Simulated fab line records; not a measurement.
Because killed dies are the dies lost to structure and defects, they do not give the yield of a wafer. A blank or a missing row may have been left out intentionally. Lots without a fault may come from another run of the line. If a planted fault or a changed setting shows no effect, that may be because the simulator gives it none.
Matching of chambers -- flow nand_harc -- 4 sister chambers for NHARC_A_M1_ETCH_35 on rie_diel-05
The step etches the open film in N2/H2, target depth 40 nm, overetch 12 nm, time 43.94 s. 4 wafers are shown with their chamber, then 10 later ones without.

== WAFERS PAIRED WITH THEIR CHAMBERS ==
wafer,chamber,showerhead_plenum_p_Torr (Torr)
L082.5,1,2.07
L081.4,3,1.93
L086.2,0,2.17
L086.3,2,1.99

== WAFERS MISSING THEIR CHAMBER ==
wafer,showerhead_plenum_p_Torr (Torr)
L086.5,2.17
L088.2,2.17
L088.4,1.93
L088.5,2.17
L092.3,2.06
L092.4,1.99
L092.6,1.93
L094.4,2.17
L094.5,2.17
L094.6,1.93

== WHICH CHAMBER EACH WENT THROUGH ==
wafer,from the rows above,in truth
L086.5,0,0
L088.2,0,0
L088.4,3,3
L088.5,0,0
L092.3,1,1
L092.4,2,2
L092.6,3,3
L094.4,0,0
L094.5,0,0
L094.6,3,3
10 of 10 placed correctly. Not placeable from these rows: 0. Placed wrongly: 0.
How it was worked out, from the rows above alone: a wafer's distance from a chamber is the root of the sum, over the readings, of the square of ((its reading less the chamber's mean) divided by the reading's scatter). If the next closest chamber is less than 2 further off than the closest, the wafer can't be placed; otherwise it belongs to the closest. Each chamber's mean is taken over the wafers shown for it. The scatter: root of mean squared gap, hidden wafer to nearest shown wafer, with one shown wafer a chamber.
